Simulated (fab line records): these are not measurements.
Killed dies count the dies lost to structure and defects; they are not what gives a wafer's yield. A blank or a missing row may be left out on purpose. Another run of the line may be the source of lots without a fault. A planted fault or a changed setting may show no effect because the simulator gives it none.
fab line records	flow n5-finfet
[record] lots = 9	wafers = 27	last-day = 18
route steps=1938 shown FIN_SAQP@152 FIN_CUT@169 BEOL_M4@1111 PASSIVATION@1936
lots with no fault: from the same line, run without faults
start-h: hours from the record's opening day to when the first of the lot's shown wafers began	wait-h: time in hours since the lot's previous step	" as in the row above	L1.1+2: a single row standing in for several wafers	- value missing, or start not given	* or withheld: withheld	< > ~ a bound
route shown NAME@n: names a module that has steps shown in the file, with the first one's number in the route	usual: mean/standard deviation of fault-free wafers	same: alike in all rows	chamber/n: place in a boat	sites: per-site readings	_std_site: their standard deviation	_edge_site: mean of outer sites minus mean of inner sites	radius-mm: for every site, how far away it sits from the centre of the wafer	mask NAME#n: copy n	behind: the tool/chamber that last shaped the wafer	hold: the reason the lot was held/the length of the hold in hours/how it ended	device: the n, p or np transistor that did not switch	end of line: tests run on the same wafers once the route is complete	a step given without rows: its recipe and nothing more	killed: dies that structure and defects cost at the first sort, which is not the same as the wafer's yield	map: a wafer's dies, x killed, . not, _ none there
set.NAME: the setting the step ran with; set.NAME@STEP: the setting that earlier step ran with	model.NAME: the simulator's own value behind a step, which no gauge read
steps of the route over a sample of lots; a table a step, a row a wafer
services: when a tool's chamber went out of use (start-h, in hours from the record's first day, below 0 if earlier), for how many hours, and the reason
[[steps]]
[step N5_FIN_SAQP_OCD_MEAS_76]
[usual] trench-depth-nm = 119.3/1.7
lot.wafer	tool	chamber	start-h	wait-h	trench-depth-nm
L542.1	ocd-01	-	26.84	0.0	118.2
L542.3	"	-	"	"	120.9
L542.6	"	-	"	"	120.0
L543.1	ocd-02	-	33.28	0.0	122.0
L543.4	"	-	"	"	122.7
L543.5	"	-	"	"	119.2
L544.2	ocd-01	-	39.17	0.0	119.5
L544.3	"	-	"	"	123.6
L544.6	"	-	"	"	118.4
L547.1	ocd-02	-	59.71	0.0	121.9
L547.3	"	-	"	"	118.7
L547.5	"	-	"	"	117.9
L549.1	ocd-02	-	70.18	0.0	118.4
L549.3	"	-	"	"	119.1
L549.6	"	-	"	"	120.1
L553.2	ocd-02	-	94.44	0.0	121.1
L553.5	"	-	"	"	119.2
L553.6	"	-	"	"	119.4
L554.1	ocd-02	-	100.45	0.0	119.5
L554.2	"	-	"	"	118.8
L554.5	"	-	"	"	119.6
L561.1	ocd-01	-	144.10	0.0	118.6
L561.3	"	-	"	"	118.0
L561.4	"	-	"	"	116.5
L565.1	ocd-02	-	163.89	0.0	122.5
L565.4	"	-	"	"	122.2
L565.6	"	-	"	"	120.8
[step N5_FIN_CUT_ETCH_21]
[recipe] chemistry = N2/H2	target = SOC	target-depth-a = 2190	overetch-a = 438	mask-material = SiARC	temp-c = 40	ion-energy-ev = 100	bias-w = 61	time-s = 523.5	pressure-mtorr = 30	source-w = 850	n2-flow-sccm = 200	h2-flow-sccm = 200
[usual] drypump-motor-current-A = 5.8/0.54	h2-flow-sccm = 200.0/0.57	oes-product-au = 0.74/0.079	rf-vpp-V = 241.3/1.3	showerhead-plenum-p-Torr = 2.59/0.08	throttle-valve-pct = 17.75/0.25
lot.wafer	tool	chamber	start-h	wait-h	drypump-motor-current-A	h2-flow-sccm	oes-product-au	rf-hours-counter-h	rf-vpp-V	showerhead-plenum-p-Torr	throttle-valve-pct
L542.1	rie-diel-03	1	27.44	0.0	6.0	200.9	0.73	122	238.7	2.44	17.79
L542.3	"	3	"	"	5.7	198.8	0.64	245	240.5	2.40	17.83
L542.6	"	3	"	"	5.7	199.5	0.64	-	238.1	2.40	17.83
L543.1	rie-diel-04	0	33.96	0.0	5.6	200.0	0.70	137	241.0	2.53	17.94
L543.4	"	1	"	"	6.3	198.9	0.71	145	242.6	2.66	17.45
L543.5	"	1	"	"	6.3	199.6	0.71	-	241.3	2.66	17.45
L544.2	rie-diel-02	3	39.84	0.0	6.6	200.9	0.63	244	238.3	2.41	18.10
L544.3	"	1	"	"	5.4	200.9	0.85	14	241.8	2.60	17.38
L544.6	"	1	"	"	5.4	200.8	0.85	-	241.3	2.60	17.36
L547.1	rie-diel-04	0	60.29	0.0	5.6	200.4	0.70	146	241.4	2.52	17.94
L547.3	"	1	"	"	6.3	200.5	0.71	153	242.2	2.65	17.44
L547.5	"	2	"	"	5.8	199.5	0.70	-	240.8	2.65	17.97
L549.1	rie-diel-02	1	70.86	0.0	5.4	200.8	0.83	24	242.4	2.60	17.37
L549.3	"	2	"	"	6.6	200.5	0.65	252	240.4	2.62	17.88
L549.6	"	2	"	"	6.6	199.6	0.65	-	242.0	2.62	17.86
L553.2	rie-diel-04	3	95.11	0.0	5.7	199.5	0.66	225	240.8	2.64	17.71
L553.5	"	0	"	"	5.6	199.6	0.69	-	239.8	2.52	17.96
L553.6	"	1	"	"	6.3	200.0	0.71	-	243.4	2.65	17.48
L554.1	rie-diel-04	3	101.12	0.0	5.8	200.1	0.65	227	240.3	2.63	17.70
L554.2	"	1	"	"	6.3	199.6	0.70	166	242.2	2.65	17.49
L554.5	"	2	"	"	5.7	199.2	0.70	-	241.2	2.64	17.97
L561.1	rie-diel-04	2	144.79	0.0	5.7	180.6	0.69	140	240.7	2.57	17.45
L561.3	"	0	"	"	5.6	200.5	0.68	170	241.6	2.51	17.98
L561.4	"	1	"	"	6.3	199.2	0.69	177	241.3	2.64	17.49
L565.1	rie-diel-02	0	164.57	0.0	5.2	200.5	0.65	195	241.4	2.52	18.15
L565.4	"	3	"	"	6.6	200.4	0.84	25	243.3	2.71	17.66
L565.6	"	3	"	"	6.6	200.2	0.84	-	243.5	2.71	17.66
[step N5_FIN_CUT_CUT_ETCH_27]
[recipe] chemistry = CHF3/O2	target = SiO2	target-depth-a = 40	mask-material = SOC	overetch-a = 20	time-s = 4.9	pressure-mtorr = 30	source-w = 650	bias-w = 170	Ar_flow_sccm = 200	CHF3_flow_sccm = 50	O2_flow_sccm = 5	ion-energy-ev = 200
[usual] drypump-motor-current-A = 5.8/0.54	oes_o_777_au = 0.79/0.084	oes-product-au = 0.63/0.068	rf-vpp-V = 526/10	showerhead-plenum-p-Torr = 2.45/0.068	throttle-valve-pct = 18.8/0.32
lot.wafer	tool	chamber	start-h	wait-h	drypump-motor-current-A	oes_o_777_au	oes-product-au	rf-hours-counter-h	rf-vpp-V	showerhead-plenum-p-Torr	throttle-valve-pct
L542.1	rie-diel-03	1	27.83	0.0	6.0	0.79	0.62	122	502	2.32	18.9
L542.3	"	3	"	"	5.6	0.72	0.55	245	500	2.28	18.9
L542.6	"	3	"	"	5.6	0.72	0.55	-	499	2.28	18.9
L543.1	rie-diel-04	0	34.35	0.0	5.6	0.75	0.61	138	527	2.43	19.2
L543.4	"	1	"	"	6.3	0.75	0.61	145	540	2.51	18.5
L543.5	"	1	"	"	6.3	0.76	0.61	-	539	2.51	18.5
L544.2	rie-diel-02	3	40.23	0.0	6.6	0.68	0.53	245	523	2.28	19.1
L544.3	"	1	"	"	5.4	0.90	0.72	15	521	2.46	18.4
L544.6	"	1	"	"	5.4	0.89	0.73	-	521	2.46	18.4
L547.1	rie-diel-04	0	60.68	0.0	5.6	0.75	0.60	146	529	2.42	19.2
L547.3	"	1	"	"	6.3	0.75	0.61	153	537	2.51	18.5
L547.5	"	2	"	"	5.7	0.77	0.61	-	537	2.53	19.1
L549.1	rie-diel-02	1	71.25	0.0	5.4	0.88	0.71	25	521	2.45	18.4
L549.3	"	2	"	"	6.6	0.68	0.55	253	538	2.47	18.6
L549.6	"	2	"	"	6.6	0.68	0.56	-	538	2.47	18.7
L553.2	rie-diel-04	3	95.50	0.0	5.7	0.74	0.56	225	521	2.46	18.5
L553.5	"	0	"	"	5.6	0.75	0.59	-	529	2.42	19.2
L553.6	"	1	"	"	6.3	0.74	0.60	-	540	2.50	18.5
L554.1	rie-diel-04	3	101.51	0.0	5.8	0.73	0.56	227	519	2.46	18.5
L554.2	"	1	"	"	6.3	0.74	0.60	166	538	2.50	18.5
L554.5	"	2	"	"	5.7	0.76	0.60	-	539	2.52	19.2
L561.1	rie-diel-04	2	145.18	0.0	5.7	0.74	0.58	140	538	2.52	19.2
L561.3	"	0	"	"	5.6	0.73	0.59	170	530	2.41	19.2
L561.4	"	1	"	"	6.3	0.73	0.59	177	537	2.50	18.5
L565.1	rie-diel-02	0	164.96	0.0	5.1	0.69	0.56	195	528	2.40	19.2
L565.4	"	3	"	"	6.6	0.92	0.72	26	531	2.56	18.7
L565.6	"	3	"	"	6.6	0.92	0.73	-	531	2.56	18.7
[step N5_FIN_CUT_PRECLEAN_35]
[recipe] time-s = 13.3	temp-c = 45	pressure-torr = 125	p-hf-torr = 3	p-coreactant-torr = 25	chemistry = vHF
[usual] drypump-motor-current-A = 5.9/0.35
lot.wafer	tool	chamber	start-h	wait-h	drypump-motor-current-A
L542.1	vapor-etch-02	0	27.90	0.0	6.3
L542.3	"	0	"	"	6.3
L542.6	"	1	"	"	6.0
L543.1	vapor-etch-02	0	34.41	0.0	6.3
L543.4	"	1	"	"	6.0
L543.5	"	0	"	"	6.3
L544.2	vapor-etch-02	0	40.30	0.0	6.3
L544.3	"	1	"	"	6.0
L544.6	"	0	"	"	6.3
L547.1	vapor-etch-01	1	60.75	0.0	5.7
L547.3	"	0	"	"	5.4
L547.5	"	0	"	"	5.4
L549.1	vapor-etch-01	1	71.31	0.0	5.6
L549.3	"	0	"	"	5.4
L549.6	"	0	"	"	5.5
L553.2	vapor-etch-01	0	95.56	0.0	5.5
L553.5	"	0	"	"	5.4
L553.6	"	1	"	"	5.6
L554.1	vapor-etch-02	1	101.58	0.0	6.0
L554.2	"	0	"	"	6.4
L554.5	"	0	"	"	6.3
L561.1	vapor-etch-01	0	145.31	0.1	5.4
L561.3	"	1	"	"	5.6
L561.4	"	0	"	"	5.5
L565.1	vapor-etch-02	0	165.02	0.0	6.3
L565.4	"	0	"	"	6.4
L565.6	"	0	"	"	6.3
[step N5_BEOL_M4_RC_MEAS_101]
[usual] DIBL_N = 35.9/1.4	DIBL_P = 35.9/1.7	IOFF_N = 0.160/0.026	IOFF_P = 0.21/0.036	ION_N = 672/11	ION_P = 461/8.1	SS_N = 71.4/0.54	SS_P = 73.2/0.67	VT_N = 249.3/2.7	VT_P = -250/3.9
lot.wafer	tool	chamber	start-h	wait-h	DIBL_N[mV/V]	DIBL_P[mV/V]	IOFF_N[nA/um]	IOFF_P[nA/um]	ION_N[uA/um]	ION_P[uA/um]	SS_N[mV/dec]	SS_P[mV/dec]	VT_N[mV]	VT_P[mV]
L542.1	prober-01	0	161.63	0.0	35.5	35.6	0.172	0.26	685	473	71.3	73.5	250.0	-243
L542.3	"	0	"	"	34.1	33.7	0.148	0.23	678	478	71.3	73.0	248.9	-246
L542.6	"	0	"	"	34.8	34.4	0.159	0.24	681	474	71.0	72.9	248.9	-244
L543.1	prober-01	0	172.90	0.0	34.3	33.6	0.129	0.19	660	462	71.6	72.8	250.5	-248
L543.4	"	0	"	"	38.8	39.7	0.233	0.29	687	468	72.8	74.8	243.2	-244
L543.5	"	0	"	"	36.5	35.2	0.155	0.22	672	457	72.1	73.3	251.0	-247
L544.2	prober-01	0	192.44	0.2	34.8	34.6	0.127	0.20	660	460	71.4	71.7	253.8	-248
L544.3	"	0	"	"	36.4	37.3	0.172	0.26	683	474	71.5	73.3	250.2	-246
L544.6	"	0	"	"	32.5	32.9	0.114	0.19	669	470	70.7	72.3	250.5	-247
L547.1	prober-01	0	206.52	0.0	37.4	35.6	0.178	0.20	674	456	71.8	73.3	247.8	-255
L547.3	"	0	"	"	37.1	36.0	0.178	0.21	686	458	71.6	73.6	249.2	-253
L547.5	"	0	"	"	35.0	33.4	0.136	0.16	664	448	71.7	72.4	253.0	-255
L549.1	prober-01	0	208.68	0.0	36.4	34.8	0.153	0.20	671	464	71.4	73.4	250.6	-250
L549.3	"	0	"	"	36.4	35.9	0.160	0.23	677	474	71.3	73.2	248.7	-247
L549.6	"	0	"	"	35.4	34.2	0.147	0.20	670	465	70.6	72.6	249.6	-246
L553.2	prober-01	0	232.21	0.2	35.7	36.3	0.153	0.19	676	455	70.7	74.0	248.6	-255
L553.5	"	0	"	"	32.5	31.9	0.104	0.14	658	448	70.6	72.7	258.3	-257
L553.6	"	0	"	"	36.7	37.0	0.161	0.20	663	452	71.4	74.8	250.6	-255
L554.1	prober-02	0	250.04	0.0	38.3	39.4	0.204	0.25	676	464	72.0	73.9	243.8	-250
L554.2	"	0	"	"	35.8	36.3	0.158	0.20	686	466	71.6	72.9	248.7	-250
L554.5	"	0	"	"	36.1	36.8	0.169	0.21	687	463	71.7	72.5	245.5	-251
L561.1	prober-01	0	288.39	0.0	35.5	35.9	0.162	0.25	663	465	72.1	72.7	249.5	-243
L561.3	"	0	"	"	37.5	38.4	0.193	0.28	680	472	72.4	74.2	248.3	-244
L561.4	"	0	"	"	35.4	35.7	0.156	0.24	667	462	71.2	72.8	249.9	-248
L565.1	prober-02	0	316.26	0.0	36.1	36.2	0.149	0.18	665	456	71.0	72.9	252.6	-253
L565.4	"	0	"	"	35.0	35.4	0.136	0.17	678	459	70.9	73.7	253.1	-255
L565.6	"	0	"	"	38.2	39.4	0.190	0.24	675	462	71.5	74.2	249.5	-248
[step N5_PASSIVATION_PROBE_49]
[usual] defect-limited-yield = 90.9/1.5	killed_at_M0_to_M3 = 35/10	killed_at_M4_up = 14/5.2	killed-at-contacts = 13/7.3	killed-at-front-end = 42/12	killed-at-other = 3.4/2.5	killed-dies = 108/18	killed-open = 70/13	killed-short = 35/8	sort_bin_4_leakage = 0.00/0.007	sort_bin_5_function = 5.4/1	sort_bin_6_memory = 3.4/0.71	sort_bin_8_speed = 0.00/0.0099	sort-n-pass = 1072/18	sort-yield-pct = 90.9/1.5
[same] gross-dies = 1180	killed-at-back-side = 0
lot.wafer	tool	chamber	start-h	wait-h	defect-limited-yield[%]	killed_at_M0_to_M3	killed_at_M4_up	killed-at-contacts	killed-at-front-end	killed-at-other	killed-dies	killed-open	killed-short	sort_bin_4_leakage[%]	sort_bin_5_function[%]	sort_bin_6_memory[%]	sort_bin_8_speed[%]	sort-n-pass	sort-yield-pct[%]
L553.2	prober-02	-	341.37	0.1	90.0	38	20	12	43	5	118	80	37	0	5.6	4.0	0	1062	90.0
L553.5	prober-02	-	341.52	0.2	91.3	24	12	5	60	2	103	74	27	0	4.5	3.7	0	1077	91.3
L553.6	prober-02	-	341.57	0.3	92.0	29	23	7	34	1	94	63	26	0	5.3	2.5	0	1086	92.0
// killed by level:class
L553.2 BEOL_M4:geometric-particle:open=13 STI_FIN_REVEAL:geometric-particle:open=12 BEOL_M2:geometric-particle:open=10 BEOL_M3:geometric-particle:open=10 FIN_SAQP:geometric-particle:open=9 MOL_CONTACT_COAG:geometric-particle:open=7 BEOL_M0_SAQP:geometric-particle:short=7 MOL_CONTACT_COAG:geometric-particle:short=5
L553.5 FIN_SAQP:geometric-particle:open=14 DUMMY_GATE:geometric-particle:open=10 STI_FIN_REVEAL:geometric-particle:open=7 BEOL_M3:geometric-particle:open=7 BEOL_M4:geometric-particle:open=5 FIN_SAQP:geometric-particle:short=4 ILD0:geometric-particle:open=4 MOL_CONTACT_COAG:geometric-particle:open=4
L553.6 BEOL_M1:geometric-particle:open=8 MOL_CONTACT_COAG:geometric-particle:open=7 BEOL_M4:geometric-particle:open=7 BEOL_M3:geometric-particle:open=6 FIN_SAQP:geometric-particle:open=4 GATE_CUT:geometric-particle:short=4 BEOL_M0:geometric-particle:open=4 BEOL_M2:geometric-particle:open=4
[[services]]
tool	chamber	start-h	hours	kind
rie-diel-02	1	20.97	6.6	repair
rie-diel-02	3	25.41	6.7	repair
rie-diel-03	3	46.62	-	clean
rie-diel-03	3	46.62	-	consumable-replace:focus-ring
rie-diel-03	3	46.62	-	consumable-replace:showerhead
rie-diel-03	3	46.62	15.6	scheduled-down
rie-diel-03	3	46.62	15.6	vent-cycle
rie-diel-02	3	58.62	-	clean
rie-diel-02	3	58.62	-	consumable-replace:focus-ring
rie-diel-02	3	58.62	-	consumable-replace:showerhead
rie-diel-02	2	87.28	-	clean
rie-diel-02	2	87.28	-	consumable-replace:focus-ring
rie-diel-02	2	87.28	19.8	scheduled-down
rie-diel-02	2	87.28	19.8	vent-cycle
rie-diel-03	-	163.99	0.5	repair
[[key]]
[first-sign] step = N5_FIN_CUT_ETCH_21	reading = h2-flow-sccm	direction = down	sigmas = 34	usual = 200.0	struck = 180.6
effect none on later readings
met-at N5_FIN_CUT_ETCH_21
struck-lots L561
struck-wafers L561.1
not-acting-at N5_FIN_SAQP_OCD_MEAS_76,N5_FIN_CUT_CUT_ETCH_27,N5_FIN_CUT_PRECLEAN_35
onset-between 101.12 144.79
[fault] kind = process-parameter-drift	tool = rie-diel-04	chamber = 2	onset-h = 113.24	steps = N5_FIN_CUT_ETCH_21	channel = h2-flow-sccm	offset = -20	shape = step	end-h = 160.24	acts-in = these-recipes-only	stated = 200
